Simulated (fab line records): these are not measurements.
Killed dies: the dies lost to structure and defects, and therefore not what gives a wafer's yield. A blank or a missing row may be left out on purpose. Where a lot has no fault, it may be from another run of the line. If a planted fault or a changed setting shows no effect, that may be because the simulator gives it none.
A struck lot beside a sound one + flow n5Finfet + 26 steps out of a route of 1938
Sound: wafers L612.2, L612.3, L612.5. The struck wafers were L622.1, L622.5, L622.6. The cause comes at the end.
Order at every step that has rows: each side's tool, ch and its chambers, its first start. Under that, the readings that differ: sound wafers + struck wafers + difference of the means + sigmas: that difference in standard deviations of wafers without a fault.
alike: a reading whose means differ by less than 2 such deviations, as well as words and numbers matching on both sides. not compared: withheld readings; readings where some wafer has no value; bounds like >300 that might hide an equal value; numbers whose values overlap and for which the record gives no deviation.
Wherever a step has rows on one side only, a row that says differs or no value, or a row with sigmas, the two part there. Numbers that don't overlap but have no deviation are shown without sigmas and don't part them. Lack of a reading on every wafer of one side parts them only where that side has two or more wafers.

first, 9 steps without rows for these wafers: N5_BEOL_M2_ILD_DEP_00 (deposits SiOC from DEMS/O2, target thk 79 nm, time 15.3 s); N5_BEOL_M2_PECVD_72 (deposits SiO2 from TEOS/O2, target thk 16 nm, time 18 s); N5_BEOL_M2_HM_DEP_02 (deposits TiN, target thk 20 nm); N5_BEOL_M2_COAT_61 (time 60 s, resist thk 60 nm); N5_BEOL_M2_COAT_62 (time 60 s, resist thk 12 nm); N5_BEOL_M2_COAT_73 (time 60 s, resist thk 5 nm); N5_BEOL_M2_COAT_05 (resist thk 30 nm); N5_BEOL_M2_EBR_07; N5_BEOL_M2_SOFTBAKE_06 (time 60 s).
N5_BEOL_M2_EXPOSE_08: exposes mask M2.
  sound on euvScanner-01 ch 0, day 7 23:51; struck on euvScanner-01 ch 0, day 10 09:35
| reading           | sound             | struck            | difference | sigmas |
|-------------------|-------------------|-------------------|------------|--------|
| exposureDoseMJCm2 | 41.27 41.22 41.25 | 45.43 45.52 45.49 | +4.23      | +21    |
  alike: mask, focusOffsetNm, reticleTempC
then, 2 steps without rows for these wafers: N5_BEOL_M2_PEB_09 (peb time 60 s); N5_BEOL_M2_DEVELOP_10 (develop time 30 s).
N5_BEOL_M2_CD_MEAS_11: the cd target is 16.79 nm.
  sound on cdSem-02 ch 0, day 7 23:59; struck on cdSem-03 ch 0, day 10 09:43
| reading   | sound             | struck            | difference | sigmas |
|-----------|-------------------|-------------------|------------|--------|
| cdNm (nm) | 16.89 16.96 16.53 | 18.66 18.77 18.71 | +1.92      | +8     |
then, 1 step without rows for these wafers: N5_BEOL_M2_DESCUM_16 (chemistry O2, time 7 s).
N5_BEOL_M2_ETCH_74: etches underlayer in N2/H2, target depth 6.5 nm, time 5.2 s.
  sound on rieDiel-04 ch 0,2, day 8 00:08; struck on rieDiel-05 ch 1,2, day 10 10:34
| reading                       | sound      | struck    | difference | sigmas |
|-------------------------------|------------|-----------|------------|--------|
| model.BEOL_M2.cdOffsetNm (nm) | 0.2 -0.2 0 | 1.8 2 1.8 | +1.9       |        |
  alike: drypumpMotorCurrentA, etchRfOnTimeS, h2FlowSccm, oesProductAu, rfVppV, showerheadPlenumPTorr, throttleValvePct
  not compared: rfHoursCounterH
then, 5 steps without rows for these wafers: N5_BEOL_M2_ETCH_63 (etches SiARC in CF4, target depth 15.6 nm, time 26 s); N5_BEOL_M2_ETCH_64 (etches SOC in N2/H2, target depth 75 nm, overetch 22.5 nm, time 121.9 s); N5_BEOL_M2_STRIP_65 (strips in N2/H2); N5_BEOL_M2_STRIP_75 (strips in N2/H2); N5_BEOL_M2_STRIP_66 (strips in CF4).
N5_BEOL_M2_HM_OPEN_17: chemistry Cl2/BCl3, target TiN, target depth 20 nm, overetch 6 nm.
  sound on rieMetal-03 ch 1, day 8 00:22; struck on rieMetal-02 ch 0,1, day 10 10:47
| reading                       | sound       | struck    | difference | sigmas |
|-------------------------------|-------------|-----------|------------|--------|
| model.BEOL_M2.cdOffsetNm (nm) | 0.4 0.2 0.4 | 1.8 2 1.4 | +1.4       |        |
  alike: drypumpMotorCurrentA, oesProductAu, throttleValvePct
  not compared: rfHoursCounterH
then, 1 step without rows for these wafers: N5_BEOL_M2_STRIP_19 (strips in O2).
N5_BEOL_M2_CD_MEAS_18: pitch 36 nm, target cd 18 nm.
  sound on cdSem-02 at day 8 00:32; struck on cdSem-03 at day 10 11:01
| reading   | sound          | struck         | difference | sigmas |
|-----------|----------------|----------------|------------|--------|
| cdNm (nm) | 18.4 18.1 18.8 | 19.5 20.0 19.1 | +1.1       | +3     |
then, 1 step without rows for these wafers: N5_BEOL_M2_COAT_67 (time 60 s, resist thk 60 nm).
N5_BEOL_M4_RC_MEAS_101:
  the record has rows for the sound wafers here (prober-01 ch 0, day 9 05:07) and none for the struck ones
-- a jump in the record: the struck wafers' starts before and after are 6 days apart (it breaks off in module BEOL_M4 and resumes in module PASSIVATION, where the first step shown is number 1936 of the route) --
N5_PASSIVATION_PROBE_49:
  record: rows for the struck wafers here (prober-01, day 16 02:05), none for the sound ones

WHERE THEY PART
Earliest at N5_BEOL_M2_EXPOSE_08; latest, in this record, at N5_PASSIVATION_PROBE_49.

WHY: what the simulator had put in
Process parameters drifting: euvScanner-01 at N5_BEOL_M2_EXPOSE_08, beginning at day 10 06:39. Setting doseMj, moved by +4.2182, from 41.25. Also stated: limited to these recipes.
